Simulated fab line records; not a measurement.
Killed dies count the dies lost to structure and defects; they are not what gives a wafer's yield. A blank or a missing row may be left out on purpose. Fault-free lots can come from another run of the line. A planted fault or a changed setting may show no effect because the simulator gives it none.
Matching of chambers    flow nand-harc    NHARC_A_CHANNEL_FILL_D2_ALD_14 on ald-hk-01 has 4 sister chambers
The step deposits SiO2, target thk 2.5 nm, pulse time 10 s, ald cycles 25. 4 wafers are shown with their chamber, then 8 later ones without.

== EACH WAFER AND ITS CHAMBER ==
wafer   chamber  heater-power-w (W)
L080.3  3        518
L085.2  0        435
L085.4  1        443
L088.1  2        464

== WAFERS MISSING THEIR CHAMBER ==
wafer   heater-power-w (W)
L088.3  522
L088.5  443
L093.1  442
L093.2  530
L093.3  454
L093.4  436
L093.5  458
L093.6  444

== CHAMBER TAKEN BY EACH ==
wafer   from the rows above           in truth
L088.3  3                             3
L088.5  can't be placed: 1 or 0       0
L093.1  can't be placed: 1 or 0       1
L093.2  3                             3
L093.3  can't be placed: 2 or 1 or 0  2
L093.4  can't be placed: 0 or 1       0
L093.5  can't be placed: 2 or 1       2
L093.6  can't be placed: 1 or 0       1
2 of 8 placed correctly. Cannot be placed on the basis of these rows: 6; the candidates contain the true chamber in 6. Number placed wrongly: 0.
How it was worked out, from the rows above alone: a wafer's distance from a chamber is the root of the sum, over the readings, of the square of ((its reading less the chamber's mean) divided by the reading's scatter). If the next closest chamber is less than 2 further off than the closest, the wafer can't be placed; otherwise it belongs to the closest. Each chamber's mean is taken over the wafers shown for it. The scatter: with one shown wafer a chamber, the root of the mean of the squares of how far each hidden wafer lies from its nearest shown one.
